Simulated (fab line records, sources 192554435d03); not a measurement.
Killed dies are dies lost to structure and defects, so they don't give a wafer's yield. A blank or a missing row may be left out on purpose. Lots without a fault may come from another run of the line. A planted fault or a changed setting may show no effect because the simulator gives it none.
Problem report in the 8D (eight disciplines) form, filled by code | flow n5_finfet | the parts of the form that need people (team, actions taken, sign-off) are left out

1. THE PROBLEM
time_to_endpoint_s at N5_BEOL_M11_CMP_52 reads a mean of 34 s on 4 wafers of 2 lots; wafers without a fault read 67 s with a standard deviation of 3.9. That is -8.5 standard deviations from the usual mean.
The step: polishes, stops on SiCOH lowk, t overpolish 7 s, target thk 140 nm.
First seen on wafer L422.1, day 15 05:11, on cmp-04. The record holds 16 wafers of 6 lots with a number at this step. Rule for "out", or "out of limits": more than 4 standard deviations from the usual mean. The other wafers with a number count as sound.

2. WHAT IT IS AND WHAT IT IS NOT
question                    | is                             | is not
which readings at this step | time_to_endpoint_s             | -
which lots                  | L422, L425                     | L410, L411, L419, L421
which wafers of those lots  | L422.1, L422.5, L425.1, L425.5 | L422.2
read on which tools         | cmp-01, cmp-04                 | cmp-02
when                        | from day 15 05:11              | up to then (12 sound wafers)

3. SUSPECTS, AND WHAT RULES EACH OUT
Counting: a tool at a process step up to the reading stays a suspect if it ran every lot that is out. Sound lots after the first of them don't rule it out here, since some wafers of a struck lot are sound.
- uv_cure-02 at N5_BEOL_M11_CURE_72 (cures SiCOH lowk, time 120 s): kept. It ran every lot that is out, first L422 (day 15 01:57).
- ald_metal-01 at N5_BEOL_M11_ALD_74 (deposits TaN, target thk 2 nm, pulse time 2 s, purge time 3 s): kept. It ran every lot that is out, first L422 (day 15 02:41); its last sound lot up to then is L421 (day 13 18:07).
- ecd_cu-02 at N5_BEOL_M11_ECD_50 (material Cu, target thk 318 nm): kept. It ran every lot that is out, first L422 (day 15 03:28); its last sound lot up to then is L419 (day 13 19:05).
- rtp_anneal-02 at N5_BEOL_M11_ANNEAL_51 (time 90 s): kept. It ran every lot that is out, first L422 (day 15 04:53); its last sound lot up to then is L419 (day 13 19:13).
- Within ald_metal-01 at N5_BEOL_M11_ALD_74: the wafers that are out ran in chambers 0, 2; their sound lot-mates ran in chamber 1.
Left after counting: uv_cure-02 at N5_BEOL_M11_CURE_72, ald_metal-01 at N5_BEOL_M11_ALD_74, ecd_cu-02 at N5_BEOL_M11_ECD_50, rtp_anneal-02 at N5_BEOL_M11_ANNEAL_51.

4. THE CAUSE (what the simulator had put in)
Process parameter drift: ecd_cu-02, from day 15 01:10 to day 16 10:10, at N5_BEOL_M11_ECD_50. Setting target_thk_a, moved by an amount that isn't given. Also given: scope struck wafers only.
Counting left 4 suspects, and this tool is among them.

5. THE CHAIN OF EFFECTS, in route order
Each row: a reading whose mean over the struck wafers that have a number lies more than 3 standard deviations from the usual. Only readings for which the record gives a usual standard deviation are gone through. hours: the time from each lot's start at the first step in this table that gives one to its start at this step, as a median over the lots. sigmas: the change in usual standard deviations.
hours | step               | reading            | usual | on struck wafers | change | sigmas
0     | N5_BEOL_M11_CMP_52 | time_to_endpoint_s | 67 s  | 34               | -33    | -8.5
The process steps in it:
- N5_BEOL_M11_CMP_52: polishes, stops on SiCOH lowk, t overpolish 7 s, target thk 140 nm.
Later measuring or inspecting steps at which every struck wafer that the step has a row for has a number for every such reading, and none has moved that far: N5_BEOL_M11_THK_MEAS_53.

6. WHAT WOULD HAVE CAUGHT IT SOONER
In this record the first reading out of limits was taken at day 15 05:11, 4 hours after the fault began at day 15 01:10.
All the lots that are out (2) had begun N5_BEOL_M11_ECD_50 on ecd_cu-02 by day 15 05:11. A hold on the tool at that time would have spared none of them.
